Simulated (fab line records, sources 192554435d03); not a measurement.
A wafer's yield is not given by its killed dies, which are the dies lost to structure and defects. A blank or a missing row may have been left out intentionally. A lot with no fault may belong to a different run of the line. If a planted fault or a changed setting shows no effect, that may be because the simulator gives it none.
Comparing a struck lot with a sound one	flow n5-finfet	16 steps out of a route of 1938
Sound: wafers L964.1, L964.4, L964.5. Wafers L967.2, L967.3 were the ones struck. The cause is given at the end.
Each step with rows lists, per side, the tool, then ch with its chambers, then its first start. Under that, the readings that differ: sound wafers	struck wafers	difference of the means	sigmas: that difference in standard deviations of wafers without a fault.
alike: a reading whose means differ by less than 2 such deviations, as well as words and numbers matching on both sides. not compared: withheld readings; readings where some wafer has no value; bounds like >300 that might hide an equal value; numbers whose values overlap and for which the record gives no deviation.
A row with sigmas, a row that says differs or no value, or rows on one side alone: a step with any of these is where the two part. Numbers that have no deviation but don't overlap get no sigmas and don't part them. A reading that every wafer of one side lacks parts them only if that side has two wafers or more.

first, 3 steps without rows for these wafers: N5_FIN_SAQP_EXPOSE_13 (exposes mask FIN CORE, target cd 35.6 nm); N5_FIN_SAQP_PEB_14 (peb time 60 s); N5_FIN_SAQP_DEVELOP_15 (develop time 30 s).
N5_FIN_SAQP_CD_MEAS_16: the cd target is 35.6 nm.
  sound on cd-sem-02 ch 0, day 3 10:17; struck on cd-sem-03 ch 0, day 4 04:11
  alike: cd-nm
N5_FIN_SAQP_OVL_MEAS_17:
  sound on overlay-01 ch 0, day 3 10:20; struck on overlay-01 ch 0, day 4 04:13
  alike: FIN_CORE_OVL
N5_FIN_SAQP_INSPECT_18: inspects for defects (brightfield).
  sound on defect-inspect-01, day 3 10:22; struck on defect-inspect-02, day 4 04:15
  alike: raw-defect-count
N5_FIN_SAQP_DESCUM_21: chemistry O2, time 7.9 s.
  sound on rie-diel-01 ch 0,3, day 3 10:23; struck on rie-diel-02 ch 0,1, day 4 04:26
  alike: drypump-motor-current-A, oes-product-au, rf-vpp-V, showerhead-plenum-p-Torr, throttle-valve-pct
  not compared: rf-hours-counter-h
N5_FIN_SAQP_ETCH_51: etches SiARC in CF4, target depth 45.5 nm, time 75.8 s.
  sound on rie-diel-01 ch 0,3, day 3 10:26; struck on rie-diel-02 ch 0,1, day 4 04:28
reading	sound	struck	difference	sigmas
rf-vpp-V (V)	183.9 184.6 185.3	182.4 181.9	-2.4	-2
  alike: drypump-motor-current-A, etch-rf-on-time-s, oes-product-au, showerhead-plenum-p-Torr, throttle-valve-pct
  not compared: rf-hours-counter-h
N5_FIN_SAQP_ETCH_52: etches SOC in N2/H2, target depth 100 nm, overetch 20 nm, time 150 s.
  sound on rie-diel-01 ch 0,3, day 3 10:29; struck on rie-diel-02 ch 0,1, day 4 04:31
reading	sound	struck	difference	sigmas
showerhead-plenum-p-Torr (Torr)	2.51 2.57 2.57	2.43 2.40	-0.13	-2
  alike: drypump-motor-current-A, oes-product-au, rf-vpp-V, throttle-valve-pct
  not compared: rf-hours-counter-h
then, 1 step without rows for these wafers: N5_FIN_SAQP_STRIP_53 (strips in N2/H2).
N5_FIN_SAQP_HM_OPEN_73: chemistry CHF3/O2, target SiO2, stops on a-Si, target depth 12 nm, time 16.8 s.
  sound on rie-diel-01 ch 0,3, day 3 10:35; struck on rie-diel-02 ch 0,1, day 4 04:38
reading	sound	struck	difference	sigmas
showerhead-plenum-p-Torr (Torr)	2.40 2.45 2.45	2.30 2.31	-0.13	-2
  alike: O2_flow_sccm, drypump-motor-current-A, oes-product-au, rf-vpp-V, throttle-valve-pct
  not compared: rf-hours-counter-h
then, 1 step without rows for these wafers: N5_FIN_SAQP_STRIP_74 (strips in CHF3/O2).
N5_FIN_SAQP_MANDREL_ETCH_22: etches a-Si in HBr/Cl2, stops on SiNx, target depth 60 nm, bt time 10 s, time 30 s.
  sound on rie-si-03 ch 0,1, day 3 10:41; struck on rie-si-03 ch 1,2, day 4 04:43
reading	sound	struck	difference	sigmas
model.SOC_of_FIN_SAQP_COAT_49.thk-nm (nm)	76.51 76.95 76.53	81.98 81.77	+5.21	
  alike: drypump-motor-current-A, oes-product-au, throttle-valve-pct
  not compared: rf-hours-counter-h
N5_FIN_SAQP_STRIP_55: strips in N2/H2.
  sound on rie-diel-02 ch 0,3, day 3 10:55; struck on rie-diel-02 ch 0,3, day 4 04:51
  alike: drypump-motor-current-A, oes-product-au, rf-vpp-V, showerhead-plenum-p-Torr, throttle-valve-pct
  not compared: rf-hours-counter-h
-- record jumps: 6 days separate the struck wafers' starts on either side; left off in module FIN_SAQP, taken up again in module BEOL_M4, whose first shown step is the route's number 1111 --
N5_BEOL_M4_RC_MEAS_101:
  sound on prober-02 ch 0, day 10 01:40; struck on prober-02 ch 0, day 10 08:41
reading	sound	struck	difference	sigmas
VT_P (mV)	-251 -254 -255	-246 -245	+8	+2
  alike: DIBL_N, DIBL_P, IOFF_N, IOFF_P, ION_N, ION_P, SS_N, SS_P, VT_N
-- record jumps: 5 days separate the struck wafers' starts on either side; left off in module BEOL_M4, taken up again in module PASSIVATION, whose first shown step is the route's number 1936 --
N5_PASSIVATION_PROBE_49:
  record: rows for the struck wafers here (prober-01, day 15 00:53), none for the sound ones

## WHERE THEY PART
At N5_FIN_SAQP_ETCH_51 first; at N5_PASSIVATION_PROBE_49 last (within this record only).

WHY: what the simulator had put in
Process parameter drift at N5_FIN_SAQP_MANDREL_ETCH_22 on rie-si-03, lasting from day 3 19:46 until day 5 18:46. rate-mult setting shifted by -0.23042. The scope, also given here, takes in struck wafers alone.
